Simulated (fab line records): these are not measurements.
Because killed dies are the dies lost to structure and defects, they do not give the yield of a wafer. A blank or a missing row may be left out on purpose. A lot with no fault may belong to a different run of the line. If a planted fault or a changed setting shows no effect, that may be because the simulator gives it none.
8D (eight disciplines) problem report, filled in by code	flow nand_harc	the parts of the form that need people (team, actions taken, sign-off) are left out

## 1. PROBLEM STATEMENT
A mean of 10.381 % is read at NHARC_A_STAIRCASE_ETCH_453 for throttle_valve_pct, taken on 1 wafer of 1 lot, against 13.398 % (standard deviation 0.0098) on wafers free of any fault. That is -99 or more standard deviations from the usual mean.
The step: etches the open film in CF4/O2, target depth 30 nm, overetch 3 nm, time 16.5 s.
Seen first at day 15 02:07 on rie_diel-05, wafer L521.6. Wafers with a number at this step in the record: 36, from 12 lots. The rule behind "out" and "out of limits": a value lying over 4 standard deviations away from the usual mean. Any other wafer with a number is counted as sound.

## 2. WHAT IT IS, AND WHAT IT ISN'T
question	is	is not
which readings at this step	throttle_valve_pct, cf4_flow_sccm, oes_f_703_au, oes_o_777_au, showerhead_plenum_p_Torr	drypump_motor_current_A, oes_product_au, rf_vpp_V
which lots	L521	L510, L511, L523, L524, L525, L526, L527, L528, L529, L532, L533
which wafers of those lots	L521.6	L521.2, L521.3
read on which tools	rie_diel-05	rie_diel-04, rie_diel-06
when	from day 15 02:07	up to then (8 sound wafers); but 27 sound wafers of L523, L524, L525, L526, L527, L528, L529, L532, L533 came after

## 3. THE SUSPECTS, EACH WITH WHAT RULES IT OUT
Counting: any tool at a process step up to the reading remains a suspect provided it ran every lot that is out. Sound lots after the first of them don't rule it out here, since some wafers of a struck lot are sound.
- pecvd-01 at NHARC_A_STAIRCASE_DEP_301 (deposits SiON, target thk 30 nm): kept. It ran the lot that is out, L521 (day 15 00:35).
- rie_diel-05 at NHARC_A_STAIRCASE_DESCUM_312 (chemistry O2, time 3 s): kept. It ran the lot that is out, L521 (day 15 01:28).
- rie_diel-05 at NHARC_A_STAIRCASE_ETCH_453 (etches the open film in CF4/O2, target depth 30 nm, overetch 3 nm, time 16.5 s): kept. It ran the lot that is out, L521 (day 15 02:07). Its own cf4_flow_sccm, oes_f_703_au, oes_o_777_au, showerhead_plenum_p_Torr, throttle_valve_pct readings are out on those wafers.
- At NHARC_A_STAIRCASE_ETCH_453, inside rie_diel-05: chamber 0 took the wafers that are out, while their sound lot-mates went through chambers 1, 2.
pecvd-01 at NHARC_A_STAIRCASE_DEP_301, rie_diel-05 at NHARC_A_STAIRCASE_DESCUM_312 and rie_diel-05 at NHARC_A_STAIRCASE_ETCH_453 are what is left after counting.

## 4. THE CAUSE (what the simulator had put in)
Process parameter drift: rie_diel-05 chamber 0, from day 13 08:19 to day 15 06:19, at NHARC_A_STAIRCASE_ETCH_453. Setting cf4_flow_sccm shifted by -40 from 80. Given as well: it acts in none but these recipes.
Counting leaves 3 suspects; this tool is one of them.

## 5. THE CHAIN OF EFFECTS, in route order
Rows list readings where the struck wafers' mean (over those with a number) sits beyond 3 standard deviations from the usual. Only readings whose record carries a usual standard deviation are examined. hours: median over the lots of the time between each lot's start at the first step of this table that gives one and its start at this step. sigmas: the change, counted in usual standard deviations.
hours	step	reading	usual	on struck wafers	change	sigmas
0	NHARC_A_STAIRCASE_ETCH_453	cf4_flow_sccm	80.03 sccm	40.07	-39.96	-99 or more
0	NHARC_A_STAIRCASE_ETCH_453	oes_f_703_au	1.000 a.u.	1.131	+0.131	+27
0	NHARC_A_STAIRCASE_ETCH_453	oes_o_777_au	1.000 a.u.	2.032	+1.032	+99 or more
0	NHARC_A_STAIRCASE_ETCH_453	showerhead_plenum_p_Torr	1.33 Torr	0.87	-0.46	-7.0
0	NHARC_A_STAIRCASE_ETCH_453	throttle_valve_pct	13.398 %	10.381	-3.017	-99 or more
Here are the process steps it includes:
- NHARC_A_STAIRCASE_ETCH_453: etches the open film in CF4/O2, target depth 30 nm, overetch 3 nm, time 16.5 s.
Later steps that measure or inspect, where all struck wafers having a row at the step show a number for every such reading and not one has moved that far: NHARC_END_SORT_01.

## 6. WHAT WOULD HAVE CAUGHT IT SOONER
42 hours passed between the start of the fault at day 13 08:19 and the first reading out of limits in this record, taken at day 15 02:07.
